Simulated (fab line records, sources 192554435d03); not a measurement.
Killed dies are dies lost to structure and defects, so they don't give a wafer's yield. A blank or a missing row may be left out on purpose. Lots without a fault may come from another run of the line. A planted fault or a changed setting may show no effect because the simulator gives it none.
Chamber matching | flow n5_finfet | N5_BEOL_M10_PECVD_70 on pecvd-03: 3 sister chambers
The step deposits SiO2 from TEOS/O2, target thk 20 nm, time 22.7 s. 3 wafers are shown with their chamber, then 7 later ones without.

WAFERS WITH THEIR CHAMBER
wafer  | chamber | throttle_valve_pct (%)
L221.1 | 0       | 21.1
L226.1 | 1       | 25.8
L226.2 | 2       | 20.8

WAFERS WITHOUT THEIR CHAMBER
wafer  | throttle_valve_pct (%)
L226.5 | 25.8
L228.1 | 21.1
L228.4 | 25.9
L228.5 | 21.3
L231.3 | 25.8
L231.5 | 21.0
L231.6 | 25.6

WHICH CHAMBER EACH WENT THROUGH
wafer  | from the rows above     | in truth
L226.5 | 1                       | 1
L228.1 | 0                       | 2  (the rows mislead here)
L228.4 | 1                       | 1
L228.5 | 0                       | 0
L231.3 | 1                       | 1
L231.5 | can't be placed: 0 or 2 | 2
L231.6 | 1                       | 1
Placed correctly: 5 of 7. Can't be placed from these rows: 1 (the true chamber is among the candidates in 1). Placed wrongly: 1.
How it was worked out, from the rows above alone: a wafer's distance from a chamber is the root of the sum, over the readings, of the square of ((its reading less the chamber's mean) divided by the reading's scatter). The wafer belongs to the nearest chamber; if the next one is less than 2 further off, it can't be placed. A chamber's mean is the mean of its shown wafers. The scatter: with one shown wafer a chamber, the root of the mean of the squares of how far each hidden wafer lies from its nearest shown one.
